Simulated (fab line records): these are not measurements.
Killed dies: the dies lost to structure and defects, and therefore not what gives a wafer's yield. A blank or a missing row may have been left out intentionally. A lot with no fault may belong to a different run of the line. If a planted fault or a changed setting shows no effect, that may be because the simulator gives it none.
Chamber matching || flow n5Finfet || N5_HKMG_FIN_STRIP_92 on rieDiel-05 has 4 sister chambers
The step strips SOC in N2/H2, time 20 s. 22 wafers are shown with their chamber, then 11 later ones without.

WAFERS, EACH WITH ITS CHAMBER
{"wafer": "L075.2", "chamber": 2, "showerheadPlenumPTorr (Torr)": 3.47, "drypumpMotorCurrentA (A)": 5.8, "throttleValvePct (%)": 19.16}
{"wafer": "L075.4", "chamber": 0, "showerheadPlenumPTorr (Torr)": 3.46, "drypumpMotorCurrentA (A)": 6.3, "throttleValvePct (%)": 19.64}
{"wafer": "L075.5", "chamber": 0, "showerheadPlenumPTorr (Torr)": 3.46, "drypumpMotorCurrentA (A)": 6.3, "throttleValvePct (%)": 19.62}
{"wafer": "L079.1", "chamber": 0, "showerheadPlenumPTorr (Torr)": 3.45, "drypumpMotorCurrentA (A)": 6.3, "throttleValvePct (%)": 19.65}
{"wafer": "L079.2", "chamber": 3, "showerheadPlenumPTorr (Torr)": 3.48, "drypumpMotorCurrentA (A)": 6.6, "throttleValvePct (%)": 19.00}
{"wafer": "L079.3", "chamber": 2, "showerheadPlenumPTorr (Torr)": 3.46, "drypumpMotorCurrentA (A)": 5.8, "throttleValvePct (%)": 19.14}
{"wafer": "L079.4", "chamber": 1, "showerheadPlenumPTorr (Torr)": 3.20, "drypumpMotorCurrentA (A)": 5.4, "throttleValvePct (%)": 19.67}
{"wafer": "L079.5", "chamber": 1, "showerheadPlenumPTorr (Torr)": 3.20, "drypumpMotorCurrentA (A)": 5.4, "throttleValvePct (%)": 19.65}
{"wafer": "L079.6", "chamber": 0, "showerheadPlenumPTorr (Torr)": 3.45, "drypumpMotorCurrentA (A)": 6.3, "throttleValvePct (%)": 19.66}
{"wafer": "L080.3", "chamber": 0, "showerheadPlenumPTorr (Torr)": 3.45, "drypumpMotorCurrentA (A)": 6.3, "throttleValvePct (%)": 19.67}
{"wafer": "L080.4", "chamber": 2, "showerheadPlenumPTorr (Torr)": 3.46, "drypumpMotorCurrentA (A)": 5.7, "throttleValvePct (%)": 19.15}
{"wafer": "L080.5", "chamber": 0, "showerheadPlenumPTorr (Torr)": 3.45, "drypumpMotorCurrentA (A)": 6.3, "throttleValvePct (%)": 19.67}
{"wafer": "L081.1", "chamber": 1, "showerheadPlenumPTorr (Torr)": 3.20, "drypumpMotorCurrentA (A)": 5.4, "throttleValvePct (%)": 19.67}
{"wafer": "L081.2", "chamber": 2, "showerheadPlenumPTorr (Torr)": 3.46, "drypumpMotorCurrentA (A)": 5.7, "throttleValvePct (%)": 19.13}
{"wafer": "L081.4", "chamber": 1, "showerheadPlenumPTorr (Torr)": 3.20, "drypumpMotorCurrentA (A)": 5.4, "throttleValvePct (%)": 19.64}
{"wafer": "L082.1", "chamber": 2, "showerheadPlenumPTorr (Torr)": 3.46, "drypumpMotorCurrentA (A)": 5.8, "throttleValvePct (%)": 19.15}
{"wafer": "L082.3", "chamber": 3, "showerheadPlenumPTorr (Torr)": 3.48, "drypumpMotorCurrentA (A)": 6.6, "throttleValvePct (%)": 19.02}
{"wafer": "L082.6", "chamber": 3, "showerheadPlenumPTorr (Torr)": 3.48, "drypumpMotorCurrentA (A)": 6.6, "throttleValvePct (%)": 19.02}
{"wafer": "L085.1", "chamber": 0, "showerheadPlenumPTorr (Torr)": 3.45, "drypumpMotorCurrentA (A)": 6.3, "throttleValvePct (%)": 19.25}
{"wafer": "L085.2", "chamber": 2, "showerheadPlenumPTorr (Torr)": 3.46, "drypumpMotorCurrentA (A)": 5.8, "throttleValvePct (%)": 19.18}
{"wafer": "L085.6", "chamber": 3, "showerheadPlenumPTorr (Torr)": 3.47, "drypumpMotorCurrentA (A)": 6.5, "throttleValvePct (%)": 19.03}
{"wafer": "L087.2", "chamber": 1, "showerheadPlenumPTorr (Torr)": 3.19, "drypumpMotorCurrentA (A)": 5.4, "throttleValvePct (%)": 19.70}

SIGNATURES, as means of the wafers listed above
{"reading": "showerheadPlenumPTorr", "chamber 0": 3.4529, "chamber 1": 3.1980, "chamber 2": 3.4617, "chamber 3": 3.4775, "scatter within a chamber": 0.0046}
{"reading": "drypumpMotorCurrentA", "chamber 0": 6.300, "chamber 1": 5.400, "chamber 2": 5.767, "chamber 3": 6.575, "scatter within a chamber": 0.034}
{"reading": "throttleValvePct", "chamber 0": 19.5943, "chamber 1": 19.6660, "chamber 2": 19.1517, "chamber 3": 19.0175, "scatter within a chamber": 0.0895}
Rule: a wafer lies at a distance from a chamber equal to the root of the sum of squares, over the readings, of (its reading less the chamber's mean, divided by the reading's scatter). If the next closest chamber is less than 2 further off than the closest, the wafer can't be placed; otherwise it belongs to the closest. How the scatter is found: for the shown wafers, subtract from each reading the mean of its chamber, square and add these, divide the total by (wafers less chambers), then take the root.

WAFERS MISSING THEIR CHAMBER
{"wafer": "L087.4", "showerheadPlenumPTorr (Torr)": 3.45, "drypumpMotorCurrentA (A)": 6.3, "throttleValvePct (%)": 19.26}
{"wafer": "L087.6", "showerheadPlenumPTorr (Torr)": 3.45, "drypumpMotorCurrentA (A)": 5.8, "throttleValvePct (%)": 19.18}
{"wafer": "L089.1", "showerheadPlenumPTorr (Torr)": 3.47, "drypumpMotorCurrentA (A)": 6.6, "throttleValvePct (%)": 19.04}
{"wafer": "L089.2", "showerheadPlenumPTorr (Torr)": 3.45, "drypumpMotorCurrentA (A)": 6.3, "throttleValvePct (%)": 19.29}
{"wafer": "L089.3", "showerheadPlenumPTorr (Torr)": 3.45, "drypumpMotorCurrentA (A)": 5.8, "throttleValvePct (%)": 19.19}
{"wafer": "L091.4", "showerheadPlenumPTorr (Torr)": 3.45, "drypumpMotorCurrentA (A)": 5.8, "throttleValvePct (%)": 19.20}
{"wafer": "L091.5", "showerheadPlenumPTorr (Torr)": 3.60, "drypumpMotorCurrentA (A)": 5.4, "throttleValvePct (%)": 19.30}
{"wafer": "L091.6", "showerheadPlenumPTorr (Torr)": 3.44, "drypumpMotorCurrentA (A)": 6.3, "throttleValvePct (%)": 19.27}
{"wafer": "L097.3", "showerheadPlenumPTorr (Torr)": 3.46, "drypumpMotorCurrentA (A)": 6.6, "throttleValvePct (%)": 19.08}
{"wafer": "L097.4", "showerheadPlenumPTorr (Torr)": 3.44, "drypumpMotorCurrentA (A)": 6.3, "throttleValvePct (%)": 19.30}
{"wafer": "L097.5", "showerheadPlenumPTorr (Torr)": 3.43, "drypumpMotorCurrentA (A)": 6.3, "throttleValvePct (%)": 19.30}

WHICH CHAMBER EACH WENT THROUGH
{"wafer": "L087.4", "from the rows above": 0, "in truth": 0}
{"wafer": "L087.6", "from the rows above": 2, "in truth": 2}
{"wafer": "L089.1", "from the rows above": 3, "in truth": 3}
{"wafer": "L089.2", "from the rows above": 0, "in truth": 0}
{"wafer": "L089.3", "from the rows above": 2, "in truth": 2}
{"wafer": "L091.4", "from the rows above": 2, "in truth": 2}
{"wafer": "L091.5", "from the rows above": 2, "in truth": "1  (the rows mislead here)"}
{"wafer": "L091.6", "from the rows above": 0, "in truth": 0}
{"wafer": "L097.3", "from the rows above": 3, "in truth": 3}
{"wafer": "L097.4", "from the rows above": 0, "in truth": 0}
{"wafer": "L097.5", "from the rows above": 0, "in truth": 0}
Placed correctly: 10 of 11. Can't be placed from these rows: 0. Number placed wrongly: 1.
